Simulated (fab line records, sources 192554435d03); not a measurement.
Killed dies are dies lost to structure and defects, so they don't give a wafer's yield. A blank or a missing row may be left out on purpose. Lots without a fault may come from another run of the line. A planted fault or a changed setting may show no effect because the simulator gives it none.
fab line records | flow n5_finfet
record lots=11 wafers=31 last_day=18
route steps=1938 shown BEOL_M10@1512 PASS1_CAP@1874 PAD_METAL@1896 PASSIVATION@1908
lots that met no fault: from a run of the same line without faults
start_h: hours from the record's first day to the start of the lot's first wafer shown | wait_h: hours since the lot's step before | " the same as in the row above | L1.1+2: a row that stands for several wafers | - no value, or no start given | * or withheld: withheld | < > ~ a bound
route shown NAME@n: a module of which the file shows steps, and the number in the route of the first | usual: mean/standard deviation of fault-free wafers | same: alike in all rows | chamber/n: place in a boat | sites: the reading at each site | _std_site: their standard deviation | _edge_site: outer sites' mean less inner sites' | radius_mm: how far each site lies from the wafer's centre | mask NAME#n: copy n | behind: the tool/chamber that last shaped the wafer | hold: why the lot was held/for how many hours/how that ended | device: the transistor (n, p or np) that didn't switch | end of line: the same wafers' tests at the end of the route | a step without rows: its recipe alone | killed: dies lost to structure and defects at the first sort, not the wafer's yield | map: a wafer's dies, x killed, . not, _ none there
set.NAME: the setting as run; set.NAME@STEP: as run at that earlier step | model.NAME: the simulator's own value behind a step, which no gauge read
steps of the route over a sample of lots; a table a step, a row a wafer
services: from which hour (start_h, from the record's first day; less than 0 if before it) a tool's chamber was out of use, for how many hours, and why
## steps
# step N5_BEOL_M10_TRENCH_ETCH_37
# recipe chemistry=C4F6/O2 target_depth_a=1488.3 target=SiCOH_lowk time_s=48 ion_energy_ev=250 pressure_mtorr=30 source_w=345 bias_w=185 Ar_flow_sccm=300 C4F6_flow_sccm=10 O2_flow_sccm=10
# usual drypump_motor_current_A=5.8/0.43 oes_product_au=0.84/0.087 rf_vpp_V=674/23 showerhead_plenum_p_Torr=2.87/0.074 throttle_valve_pct=20.81/0.2
# columns lot.wafer tool chamber start_h wait_h drypump_motor_current_A oes_product_au rf_hours_counter_h rf_vpp_V showerhead_plenum_p_Torr throttle_valve_pct
L639.1 rie_diel-04 2 232.30 - 5.9 0.80 126 692 2.97 21.01
L639.2 " 0 " " 5.3 0.95 8 693 2.93 20.92
L639.4 " 3 " " 5.3 0.70 - 609 2.80 21.17
L644.1 rie_diel-06 2 262.64 - 6.4 0.89 42 704 2.87 20.60
L644.3 " 3 " " 5.7 0.84 50 650 2.87 20.57
L644.4 " 1 " " 6.4 0.92 28 693 2.91 20.63
L646.3 rie_diel-06 1 280.13 - 6.5 0.91 34 691 2.91 20.63
L646.4 " 3 " " 5.7 0.84 56 650 2.87 20.58
L646.6 " 1 " " 6.5 0.92 - 693 2.91 20.62
L642.1 rie_diel-05 1 284.13 - 6.1 0.83 72 665 2.88 20.64
L642.4 " 0 " " 5.3 0.84 - 679 2.78 20.89
L642.5 " 2 " " 5.7 0.74 - 687 2.93 20.88
L647.5 rie_diel-05 1 289.39 - 6.1 0.82 - 663 2.88 20.66
L647.6 " 0 " " 5.4 0.83 - 678 2.78 20.89
L648.2 rie_diel-06 0 294.70 - 5.3 0.65 248 638 2.74 21.31
L648.4 " 2 " " 6.4 0.88 52 704 2.86 20.61
L648.6 " 0 " " 5.4 0.65 - 640 2.74 21.30
L649.1 rie_diel-06 1 307.28 - 6.5 0.89 43 692 2.90 20.65
L649.2 " 3 " " 5.7 0.82 66 652 2.87 20.58
L649.6 " 2 " " 6.4 0.87 - 702 2.86 20.62
L651.2 rie_diel-05 1 331.33 - 6.1 0.81 91 664 2.88 20.68
L651.3 " 2 " " 5.7 0.73 181 688 2.93 20.88
L651.6 " 2 " " 5.7 0.73 - 688 2.93 20.89
L657.1 rie_diel-05 3 364.67 - 6.1 0.95 18 666 2.78 20.76
L657.5 " 1 " " 6.2 0.79 - 666 2.87 20.69
L657.6 " 0 " " 5.4 0.79 - 679 2.77 20.95
L659.2 rie_diel-06 3 364.95 - 5.7 0.80 83 652 2.86 20.61
L659.4 " 2 " " 6.4 0.85 74 703 2.85 20.62
L660.4 rie_diel-06 2 375.03 - 6.4 0.83 77 703 2.85 20.64
L660.5 " 0 " " 5.3 0.94 - 650 3.07 21.04
L660.6 " 3 " " 5.7 0.79 - 652 2.86 20.61
# step N5_PASSIVATION_PECVD_01
# recipe material=SiNx target_thk_a=2000 temp_c=400 precursor=SiH4/NH3/N2 pressure_torr=4.9 rf_w=1406 time_s=43.2
# usual heater_power_w=384/100 showerhead_plenum_p_Torr=8.69/0.085 throttle_valve_pct=28.8/0.83
# columns lot.wafer tool chamber start_h wait_h heater_power_w showerhead_plenum_p_Torr throttle_valve_pct
L639.1 pecvd-03 2 281.93 0.0 250 8.66 27.9
L639.2 " 1 " " 383 8.53 30.3
L639.4 " 2 " " 262 8.67 27.9
L644.1 pecvd-02 1 309.60 0.0 623 8.78 28.6
L644.3 " 2 " " 380 8.72 29.1
L644.4 " 0 " " 365 8.67 29.3
L646.3 pecvd-02 2 324.17 0.0 328 8.73 29.3
L646.4 " 2 " " 337 8.71 29.1
L646.6 " 0 " " 479 8.70 29.2
L642.1 pecvd-01 1 333.38 0.0 539 8.77 27.6
L642.4 " 2 " " 433 8.70 28.7
L642.5 " 1 " " 535 8.80 27.6
L647.5 pecvd-02 0 334.49 0.0 341 8.67 29.6
L647.6 " 2 " " 368 8.73 29.3
L648.2 pecvd-01 2 339.38 0.0 316 8.72 28.3
L648.4 " 1 " " 549 8.76 27.8
L648.6 " 2 " " 327 8.69 28.8
L649.1 pecvd-03 2 355.68 0.0 209 8.66 28.2
L649.2 " 1 " " 425 8.52 30.0
L649.6 " 1 " " 421 8.51 30.3
L651.2 pecvd-02 2 368.14 0.0 267 8.73 29.2
L651.3 " 0 " " 386 8.68 29.1
L651.6 " 1 " " 620 8.77 28.6
L659.2 pecvd-01 1 410.28 0.0 531 8.79 27.8
L659.4 " 0 " " 428 8.80 28.0
L657.1 pecvd-01 0 415.84 0.0 341 8.77 27.9
L657.5 " 2 " " 436 8.71 28.8
L657.6 " 1 " " 455 8.78 27.8
L660.4 pecvd-03 0 421.47 0.0 222 8.68 29.7
L660.5 " 2 " " 294 8.66 28.3
L660.6 " 1 " " 295 8.55 30.1
# step N5_PASSIVATION_AL_DEP_21
# recipe material=Al target_thk_a=28000 temp_c=400 time_s=170 power_w=30000 chamber_pressure_pa=0.4 gas=Ar
# usual throttle_valve_pct=30.2/1
# columns lot.wafer tool chamber start_h wait_h throttle_valve_pct
L639.1 pvd_sputter-03 - 283.56 0.1 29.1
L639.2 " - " " 31.4
L639.4 " - " " 30.7
L644.1 pvd_sputter-01 - 313.72 0.1 28.6
L644.3 " - " " 31.7
L644.4 " - " " 30.3
L646.3 pvd_sputter-02 - 326.74 0.1 30.0
L646.4 " - " " 30.0
L646.6 " - " " 31.9
L642.1 pvd_sputter-02 - 335.90 0.1 32.0
L642.4 " - " " 29.4
L642.5 " - " " 31.5
L647.5 pvd_sputter-01 - 337.28 0.1 30.0
L647.6 " - " " 28.3
L648.2 pvd_sputter-01 - 340.97 0.1 30.2
L648.4 " - " " 31.7
L648.6 " - " " 30.5
L649.1 pvd_sputter-03 - 360.34 0.1 31.5
L649.2 " - " " 28.9
L649.6 " - " " 29.8
L651.2 pvd_sputter-01 - 371.51 0.1 29.9
L651.3 " - " " 28.4
L651.6 " - " " 30.2
L659.2 pvd_sputter-02 - 412.57 0.1 29.4
L659.4 " - " " 30.0
L657.1 pvd_sputter-03 - 419.71 0.1 31.4
L657.5 " - " " 31.0
L657.6 " - " " 28.9
L660.4 pvd_sputter-01 - 424.71 0.1 30.3
L660.5 " - " " 31.6
L660.6 " - " " 28.7
# step N5_PASSIVATION_DESCUM_32
# recipe chemistry=O2 time_s=7.9 source_power_w=50 bias_power_w=20 pressure_mtorr=20 rf_frequency_hz=2.712e+07 temp_c=40 o2_flow_sccm=225
# usual bias_power_w=19.99/0.064 drypump_motor_current_A=5.7/0.38 oes_product_au=0.83/0.072 rf_vpp_V=243.6/1.2 showerhead_plenum_p_Torr=2.12/0.055 temp_c=39.98/0.096 throttle_valve_pct=20.38/0.17
# columns lot.wafer tool chamber start_h wait_h bias_power_w drypump_motor_current_A oes_product_au rf_hours_counter_h rf_vpp_V showerhead_plenum_p_Torr temp_c throttle_valve_pct
L639.1 rie_diel-04 3 284.33 0.2 20.09 5.3 0.97 3 241.8 2.05 39.76 20.42
L639.2 " 1 " " 19.90 5.4 0.94 14 244.3 2.14 39.83 20.27
L639.4 " 2 " " 19.98 5.8 0.78 149 245.7 2.19 39.99 20.61
L644.1 rie_diel-05 2 314.53 0.2 19.91 5.7 0.72 175 243.8 2.17 39.90 20.50
L644.3 " 3 " " 19.97 6.1 1.03 1 244.5 2.04 40.06 20.10
L644.4 " 1 " " 19.90 6.1 0.82 85 243.3 2.13 39.89 20.26
L646.3 rie_diel-04 3 327.42 0.0 19.91 5.3 0.91 17 242.9 2.05 39.99 20.44
L646.4 " 2 " " 19.98 5.8 0.76 164 245.8 2.19 40.08 20.65
L646.6 " 2 " " 19.97 5.8 0.76 - 243.6 2.19 39.85 20.66
L642.1 rie_diel-05 0 336.60 0.1 20.02 5.4 0.82 71 241.8 2.04 40.10 20.51
L642.4 " 1 " " 20.13 6.1 0.82 93 243.7 2.13 39.92 20.25
L642.5 " 1 " " 20.11 6.1 0.82 - 243.7 2.12 39.97 20.26
L647.5 rie_diel-06 2 337.91 0.1 20.05 6.4 0.83 - 244.0 2.14 40.03 20.42
L647.6 " 3 " " 20.00 5.7 0.81 - 244.1 2.10 39.91 20.10
L648.2 rie_diel-05 0 341.77 0.2 19.95 5.4 0.81 74 241.5 2.04 40.10 20.52
L648.4 " 3 " " 20.02 6.1 0.99 10 242.0 2.04 39.86 20.12
L648.6 " 0 " " 19.99 5.3 0.81 - 242.0 2.04 40.09 20.52
L649.1 rie_diel-04 1 361.02 0.0 20.11 5.3 0.89 43 243.6 2.13 39.88 20.29
L649.2 " 3 " " 19.97 5.3 0.90 31 241.4 2.04 40.03 20.46
L649.6 " 3 " " 19.97 5.3 0.90 - 242.2 2.04 40.09 20.46
L651.2 rie_diel-06 2 372.09 0.0 20.02 6.4 0.82 77 244.6 2.14 40.08 20.42
L651.3 " 1 " " 20.08 6.5 0.86 64 243.5 2.12 40.03 20.10
L651.6 " 2 " " 20.10 6.4 0.82 - 244.2 2.14 40.04 20.44
L659.2 rie_diel-05 0 413.13 0.0 19.92 5.4 0.79 98 241.7 2.03 39.94 20.58
L659.4 " 2 " " 20.01 5.7 0.71 208 244.6 2.16 40.06 20.54
L657.1 rie_diel-05 1 420.50 0.1 20.03 6.1 0.78 124 243.9 2.11 39.94 20.32
L657.5 " 0 " " 20.04 5.4 0.79 - 241.7 2.03 39.78 20.56
L657.6 " 1 " " 19.98 6.1 0.78 - 242.7 2.11 39.88 20.30
L660.4 rie_diel-06 2 425.54 0.2 20.02 6.4 0.81 89 241.8 2.13 40.09 20.46
L660.5 " 0 " " 19.91 5.3 0.90 - 245.1 2.22 39.98 20.28
L660.6 " 1 " " 19.97 6.5 0.82 - 243.8 2.11 39.91 20.14
# step N5_PASSIVATION_PROBE_49
# usual defect_limited_yield=91.1/1.3 killed_at_M0_to_M3=32/9.7 killed_at_M4_up=16/6 killed_at_contacts=12/5.9 killed_at_front_end=41/11 killed_at_other=4/3.1 killed_dies=104/16 killed_on_rim=14/4 killed_open=68/12 killed_short=34/7.4 sort_bin_5_function=5.1/0.85 sort_bin_6_memory=3.3/0.66 sort_n_pass=1075/16 sort_yield_pct=91.1/1.4
# same gross_dies=1180 killed_at_back_side=0 sort_bin_4_leakage[%]=0 sort_bin_8_speed[%]=0
# columns lot.wafer tool chamber start_h wait_h defect_limited_yield[%] killed_at_M0_to_M3 killed_at_M4_up killed_at_contacts killed_at_front_end killed_at_other killed_dies killed_on_rim killed_open killed_short sort_bin_5_function[%] sort_bin_6_memory[%] sort_n_pass sort_yield_pct[%]
L648.2 prober-02 - 346.97 0.1 93.5 25 11 7 31 3 77 13 47 21 2.9 2.9 1103 93.5
L648.4 prober-02 - 347.07 0.2 91.8 36 12 16 29 4 97 13 72 23 4.7 3.0 1083 91.8
L648.6 prober-02 - 347.17 0.3 92.5 29 15 12 30 2 88 10 56 32 4.8 2.3 1092 92.5
L649.1 prober-02 - 365.95 0.0 88.6 29 18 32 56 0 135 23 94 37 6.5 4.6 1045 88.6
L649.2 prober-02 - 366.00 0.1 92.5 19 14 11 42 2 88 13 57 30 4.2 2.9 1092 92.5
L649.6 prober-02 - 366.20 0.3 91.9 22 14 27 33 0 96 11 71 25 5.0 3.1 1084 91.9
L657.1 prober-01 - 425.29 0.0 86.4 24 60 18 56 3 161 33 79 27 8.5 4.0 1019 86.4
L657.5 prober-01 - 425.49 0.2 81.3 40 124 3 51 3 221 25 62 39 10.7 4.6 959 81.3
L657.6 prober-01 - 425.54 0.3 84.2 38 91 9 45 3 186 31 63 37 8.7 5.2 994 84.2
# killed by level:class
L648.2 BEOL_M1:geometric_particle:open=8 HKMG_FIN:area_etch=6 STI_FIN_REVEAL:geometric_particle:open=5 MOL_CONTACT_COAG:geometric_particle:open=5 BEOL_M0:geometric_particle:open=5 STI_FIN_REVEAL:geometric_particle:short=3 GATE_CUT:geometric_particle:open=3 BEOL_M1:geometric_particle:short=3
L648.4 STI_FIN_REVEAL:geometric_particle:open=16 MOL_CONTACT_COAG:geometric_particle:open=15 BEOL_M0_SAQP:geometric_particle:open=9 BEOL_M0_SAQP:geometric_particle:short=7 BEOL_M3:geometric_particle:open=7 BEOL_M4:geometric_particle:open=5 FIN_SAQP:geometric_particle:short=4 BEOL_M1:geometric_particle:open=4
L648.6 MOL_CONTACT_COAG:geometric_particle:open=11 BEOL_M0_SAQP:geometric_particle:short=9 STI_FIN_REVEAL:geometric_particle:open=7 BEOL_M8:geometric_particle:open=7 FIN_SAQP:geometric_particle:short=6 GATE_CUT:geometric_particle:short=6 BEOL_M3:geometric_particle:open=6 BEOL_M1:geometric_particle:open=5
L649.1 MOL_CONTACT_COAG:geometric_particle:open=20 FIN_SAQP:geometric_particle:open=14 BEOL_M2:geometric_particle:open=13 MOL_CONTACT_COAG:geometric_particle:short=10 BEOL_M4:geometric_particle:open=10 STI_FIN_REVEAL:geometric_particle:open=7 DUMMY_GATE:geometric_particle:open=7 FIN_SAQP:geometric_particle:short=6
L649.2 FIN_SAQP:geometric_particle:open=18 MOL_CONTACT_COAG:geometric_particle:open=8 BEOL_M0_SAQP:geometric_particle:open=5 FIN_SAQP:geometric_particle:short=4 STI_FIN_REVEAL:geometric_particle:open=4 DUMMY_GATE:geometric_particle:open=4 BEOL_M1:geometric_particle:open=3 MOL_CONTACT_COAG:geometric_particle:short=3
L649.6 MOL_CONTACT_COAG:geometric_particle:open=22 FIN_SAQP:geometric_particle:open=10 STI_FIN_REVEAL:geometric_particle:open=5 MOL_CONTACT_COAG:geometric_particle:short=5 BEOL_M0_SAQP:geometric_particle:open=5 BEOL_M2:geometric_particle:open=5 BEOL_M5:geometric_particle:open=5 FIN_SAQP:geometric_particle:short=4
L657.1 BEOL_M10:unspecified=54 MOL_CONTACT_COAG:geometric_particle:open=15 FIN_SAQP:geometric_particle:open=10 BEOL_M0_SAQP:geometric_particle:open=9 STI_FIN_REVEAL:geometric_particle:open=8 DUMMY_GATE:geometric_particle:open=7 BEOL_M3:geometric_particle:open=6 FIN_SAQP:geometric_particle:short=5
L657.5 BEOL_M10:unspecified=110 BEOL_M0_SAQP:geometric_particle:short=13 FIN_SAQP:geometric_particle:open=10 HKMG_FIN:area_etch=9 BEOL_M3:geometric_particle:open=8 BEOL_M0_SAQP:geometric_particle:open=6 BEOL_M2:geometric_particle:open=6 BEOL_M4:geometric_particle:open=6
L657.6 BEOL_M10:unspecified=85 BEOL_M0_SAQP:geometric_particle:short=10 BEOL_M0_SAQP:geometric_particle:open=9 FIN_SAQP:geometric_particle:open=8 FIN_SAQP:geometric_particle:short=8 STI_FIN_REVEAL:geometric_particle:open=8 BEOL_M2:geometric_particle:open=7 BEOL_M3:geometric_particle:open=7
## services
# columns tool chamber start_h hours kind
rie_diel-05 - 218.37 0.1 repair
rie_diel-04 1 229.60 - clean
rie_diel-04 1 229.60 - consumable_replace:focus_ring
rie_diel-04 1 229.60 21.3 scheduled_down
rie_diel-04 1 229.60 21.3 vent_cycle
rie_diel-05 3 242.46 40.9 repair
pecvd-03 0 243.03 4.9 repair
pecvd-01 2 245.23 12.9 repair
rie_diel-04 3 250.90 - clean
rie_diel-04 3 250.90 - consumable_replace:focus_ring
rie_diel-04 3 250.90 25.0 scheduled_down
rie_diel-04 1 252.29 3.0 repair
rie_diel-06 2 275.94 2.5 repair
rie_diel-05 3 283.73 - clean
rie_diel-05 3 283.73 - consumable_replace:focus_ring
rie_diel-05 3 283.73 26.2 scheduled_down
rie_diel-05 3 283.73 26.2 vent_cycle
rie_diel-06 0 300.33 - clean
rie_diel-06 0 300.33 - consumable_replace:focus_ring
rie_diel-06 0 300.33 - consumable_replace:showerhead
pecvd-01 1 303.86 4.9 repair
pecvd-02 2 375.64 30.7 repair
pvd_sputter-01 - 406.01 6.9 repair
rie_diel-05 0 414.10 5.3 repair
## key
first_sign step=N5_PASSIVATION_PROBE_49 reading=killed_at_M4_up direction=up sigmas=13 usual=16 struck=92
effect step=N5_PASSIVATION_PROBE_49 reading=defect_limited_yield direction=down sigmas=5.4 usual=91.1 struck=84.0
more_kills_born_at N5_BEOL_M10_TRENCH_ETCH_37@rie_diel-05=249
met_at N5_BEOL_M10_TRENCH_ETCH_37
struck_lots L657
not_acting_at N5_PASSIVATION_PECVD_01,N5_PASSIVATION_AL_DEP_21,N5_PASSIVATION_DESCUM_32
onset_between 331.33 364.67
fault kind=chamber_particle_source tool=rie_diel-05 chamber=- onset_h=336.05 steps=N5_BEOL_M10_TRENCH_ETCH_37 rate_per_visit_cm2=0.7112
